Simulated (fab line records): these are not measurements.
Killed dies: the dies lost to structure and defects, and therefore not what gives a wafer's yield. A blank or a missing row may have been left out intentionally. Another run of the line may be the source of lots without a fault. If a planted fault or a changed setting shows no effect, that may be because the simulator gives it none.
A struck lot beside a sound one + flow n5_finfet + 16 steps out of a route of 1938
Sound: the wafers L145.1, L145.3, L145.5. Wafers struck: L140.2, L140.4, L140.6. The cause is named last.
Per side, at each step with rows, come the tool, then ch with its chambers, and then its first start. Under that, the readings that differ: sound wafers + struck wafers + difference of the means + sigmas: that difference in standard deviations of wafers without a fault.
alike: a reading whose means differ by less than 2 such deviations, as well as words and numbers matching on both sides. not compared: withheld readings; readings where some wafer has no value; bounds like >300 that might hide an equal value; numbers whose values overlap and for which the record gives no deviation.
A row with sigmas, a row that says differs or no value, or rows on one side alone: a step with any of these is where the two part. Numbers that don't overlap but have no deviation are shown without sigmas and don't part them. A reading missing from all wafers of one side parts the sides only when that side holds two or more wafers.

first, 1 step without rows for these wafers: N5_BEOL_M2_ALD_84 (deposits TaN, pulse time 2 s, purge time 3 s, co reactant purge time 2 s).
N5_BEOL_M2_SURFACE_TREAT_85:
  sound on pvd_sputter-02, day 9 05:58; struck on pvd_sputter-02, day 7 19:16
| reading             | sound             | struck            | difference | sigmas |
|---------------------|-------------------|-------------------|------------|--------|
| ar_flow_sccm (sccm) | 29.81 29.63 29.94 | 30.12 30.02 30.03 | +0.26      | +3     |
  not compared: throttle_valve_pct
then, 5 steps without rows for these wafers: N5_BEOL_M2_CVD_47 (deposits Co from CCTBA/H2, target thk 3 nm, time 223.8 s); N5_BEOL_M2_SPUTTER_48 (material Cu, target thk 4.5 nm, time 8.29 s); N5_BEOL_M2_ANNEAL_49 (time 240 s); N5_BEOL_M2_SPUTTER_79 (material Cu, target thk 4.5 nm, time 8.29 s); N5_BEOL_M2_ANNEAL_80 (time 240 s).
N5_BEOL_M2_SPUTTER_81: material Cu, target thk 4.5 nm, time 8.29 s.
  sound on pvd_sputter-02, day 9 06:37; struck on pvd_sputter-02, day 7 20:02
  alike: throttle_valve_pct
N5_BEOL_M2_ANNEAL_82: time 240 s.
  sound on pvd_sputter-02, day 9 06:42; struck on pvd_sputter-02, day 7 20:07
  alike: heater_power_w, susceptor_temp_C, susceptor_temp_C_max
then, 1 step without rows for these wafers: N5_BEOL_M2_SPUTTER_86 (material Cu, target thk 4.5 nm, time 8.29 s).
N5_BEOL_M2_ANNEAL_87: time 240 s.
  sound on pvd_sputter-02, day 9 06:55; struck on pvd_sputter-02, day 7 20:20
  alike: heater_power_w, susceptor_temp_C, susceptor_temp_C_max
N5_BEOL_M2_SPUTTER_88: material Cu, target thk 4.5 nm, time 8.29 s.
  sound on pvd_sputter-02, day 9 07:04; struck on pvd_sputter-02, day 7 20:29
  alike: throttle_valve_pct
N5_BEOL_M2_ANNEAL_89: time 240 s.
  sound on pvd_sputter-02, day 9 07:08; struck on pvd_sputter-02, day 7 20:34
  no value came back on the struck wafers for heater_power_w (W), susceptor_temp_C (C), susceptor_temp_C_max; on the sound wafers heater_power_w (W) reads 814 903 812
then, 1 step without rows for these wafers: N5_BEOL_M2_SPUTTER_90 (material Cu, target thk 4.5 nm, time 8.29 s).
N5_BEOL_M4_RC_MEAS_101:
  sound on prober-01 ch 0, day 10 09:54; struck on prober-02 ch 0, day 9 06:36
  alike: DIBL_N, DIBL_P, IOFF_N, IOFF_P, ION_N, ION_P, SS_N, SS_P, VT_N, VT_P
-- here the record skips 5 days between the struck wafers' starts before and after, leaving off in module BEOL_M4 and picking up in module PASSIVATION (first step shown: number 1936 of the route) --
N5_PASSIVATION_PROBE_49:
  sound on prober-02, day 14 20:43; struck on prober-01, day 13 19:55
  alike: defect_limited_yield, killed_at_M0_to_M3, killed_at_M4_up, killed_at_contacts, killed_at_front_end, killed_at_other, killed_dies, killed_on_rim, killed_open, killed_short, sort_bin_5_function, sort_bin_6_memory, sort_bin_8_speed, sort_n_pass, sort_yield_pct

== WHERE THEY PART ==
First at N5_BEOL_M2_SURFACE_TREAT_85; last, within this record, at N5_BEOL_M2_ANNEAL_89. Later steps at which nothing parts them and some readings are alike: N5_BEOL_M4_RC_MEAS_101, N5_PASSIVATION_PROBE_49.

WHY: whatever the simulator had introduced
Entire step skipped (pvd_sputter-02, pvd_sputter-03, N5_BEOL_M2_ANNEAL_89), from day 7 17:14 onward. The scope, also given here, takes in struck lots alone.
